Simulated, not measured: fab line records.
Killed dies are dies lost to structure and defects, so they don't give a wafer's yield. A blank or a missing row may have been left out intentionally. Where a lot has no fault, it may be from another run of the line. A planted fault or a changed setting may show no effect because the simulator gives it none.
A struck lot beside a sound one    flow n5Finfet    36 out of 1938 route steps
Sound: wafers L875.3, L875.4, L875.5. Struck: wafer L880.2. (L880.1, L880.6 of the same lot were not struck and are left out.) The cause comes at the end.
Per side, at each step with rows, come the tool, then ch with its chambers, and then its first start. Under that, the readings that differ: sound wafers    struck wafers    difference of the means    sigmas: that difference in standard deviations of wafers without a fault.
alike: words and numbers the same on both sides, and readings whose means are apart by under 2 such deviations; not compared: readings that were withheld, readings missing a value for some wafer, numbers with overlapping values and no deviation given by the record, and bounds like >300 which may hide the same value.
The two part at a step that has a row with sigmas, a row that says differs or no value, or rows on one side only. When numbers do not overlap yet have no deviation, they are printed without sigmas and do not part them. A reading that every wafer of one side lacks parts them only if that side has two wafers or more.

first, 9 steps without rows for these wafers: N5_BEOL_M11_ALD_74 (deposits TaN, target thk 2 nm, pulse time 2 s, purge time 3 s); N5_BEOL_M11_SURFACE_TREAT_76; N5_BEOL_M11_CVD_75 (deposits Co from CCTBA/H2, target thk 2 nm, time 138.9 s); N5_BEOL_M11_SPUTTER_48 (material Cu, target thk 12 nm, time 2 s); N5_BEOL_M11_ECD_50 (material Cu, target thk 318 nm); N5_BEOL_M11_ANNEAL_51 (time 90 s); N5_BEOL_M11_CMP_52 (polishes, stops on SiCOH lowk, t overpolish 7 s, target thk 140 nm); N5_BEOL_M11_PRE_CLEAN_55 (time 15 s); N5_BEOL_M11_DEP_56 (deposits SiCN from 3MS/NH3, target thk 30 nm, time 10.5 s).
N5_BEOL_M12_ILD_DEP_00: deposits SiOC from DEMS/O2, target thk 658.92 nm, time 130.7 s.
  sound on pecvd-03 ch 0,1,2, day 13 15:25; struck on pecvd-03 ch 1, day 15 10:03
reading                                       sound              struck  difference  sigmas
runLengthS (s)                                176.2 174.9 175.6  244.8   +69.2       +99 or more
throttleValvePct (%)                          11.2 12.3 11.1     12.5    +1.0        +2
model.SiOC_of_BEOL_M12_ILD_DEP_00.thkNm (nm)  656.8 660.2 657.4  1001    +343        
  alike: chamberPressureTorr, heaterPowerW, showerheadPlenumPTorr
N5_BEOL_M12_THK_MEAS_01:
  struck on filmMetro-02, day 15 10:14; sound on filmMetro-02, day 13 15:32
reading           sound        struck  difference  sigmas
M12_ILD_THK (nm)  657 661 657  1000    +342        +41
then, 10 steps without rows for these wafers: N5_BEOL_M12_COAT_58 (time 60 s, resist thk 89 nm); N5_BEOL_M12_COAT_04 (resist thk 400 nm); N5_BEOL_M12_EBR_06; N5_BEOL_M12_SOFTBAKE_05 (time 60 s); N5_BEOL_M12_EXPOSE_07 (exposes mask V11); N5_BEOL_M12_PEB_08 (peb time 90 s); N5_BEOL_M12_DEVELOP_09 (develop time 45 s); N5_BEOL_M12_HARDBAKE_14 (time 120 s); N5_BEOL_M12_DESCUM_15 (chemistry O2, time 7.9 s); N5_BEOL_M12_ETCH_59 (etches BARC in N2/H2, target depth 89 nm, overetch 26.7 nm, time 67.9 s).
N5_BEOL_M12_VIA_ETCH_16: etches SiOC in C4F8/O2/Ar, target depth 724.8 nm.
  sound on rieDiel-06 ch 0,1,2, day 13 16:08; struck on rieDiel-03 ch 2, day 15 10:43
reading                                    sound              struck  difference  sigmas
oesProductAu (a.u.)                        0.70 0.64 0.74     0.80    +0.11       +3
model.etch.depthNm (nm)                    656.8 660.2 657.4  1001    +343        
model.coat_of_BEOL_M12_COAT_04.thkNm (nm)  129.4 126 125.2    21.6    -105.3      
  alike: chamberPressureMTorr, drypumpMotorCurrentA, rfVppV, showerheadPlenumPTorr, throttleValvePct
N5_BEOL_M12_STRIP_63: strips in N2/H2.
  sound on plasmaAsher-02 ch 0,1, day 13 16:22; struck on plasmaAsher-02 ch 1, day 15 10:55
reading                   sound              struck  difference                    sigmas
oesProductAu (a.u.)       0.701 0.695 0.698  0.581   -0.117                        -29
rfHoursCounterH (h)       - - -              144     no value on the sound wafers  
stripTimeToEndpointS (s)  44.2 43.3 43.1     12.1    -31.4                         -36
  alike: chamberPressureMTorr, drypumpMotorCurrentA, heaterPowerW, n2FlowSccm
then, 12 steps without rows for these wafers: N5_BEOL_M12_STRIP_64 (strips in N2/H2); N5_BEOL_M12_STRIP_71 (strips in post etch residue remover, time 60 s); N5_BEOL_M12_SRD_72 (time 30 s, dry time 30 s); N5_BEOL_M12_COAT_65 (time 60 s, resist thk 300 nm); N5_BEOL_M12_COAT_66 (time 60 s, resist thk 110 nm); N5_BEOL_M12_COAT_22 (resist thk 300 nm); N5_BEOL_M12_EBR_24; N5_BEOL_M12_SOFTBAKE_23 (time 60 s); N5_BEOL_M12_EXPOSE_25 (exposes mask M12); N5_BEOL_M12_PEB_26 (peb time 90 s); N5_BEOL_M12_DEVELOP_27 (develop time 45 s); N5_BEOL_M12_HARDBAKE_32 (time 120 s).
N5_BEOL_M12_CMP_49: polishes, stops on SiOC, t overpolish 20.6 s, target thk 320 nm.
  sound on cmp-03 ch 0,1,3, day 13 21:05; struck on cmp-03 ch 3, day 15 15:21
reading                                       sound            struck  difference  sigmas
model.SiOC_of_BEOL_M12_ILD_DEP_00.thkNm (nm)  600 603.6 600.8  941.4   +339.9      
  alike: motorCurrentA

## WHERE THEY PART
At N5_BEOL_M12_ILD_DEP_00 first; at N5_BEOL_M12_STRIP_63 last (within this record only). Later steps at which nothing parts them and some readings are alike: N5_BEOL_M12_CMP_49.

WHY: what had been put in by the simulator
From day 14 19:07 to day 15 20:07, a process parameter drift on pecvd-03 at N5_BEOL_M12_ILD_DEP_00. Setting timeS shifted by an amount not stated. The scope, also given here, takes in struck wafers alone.
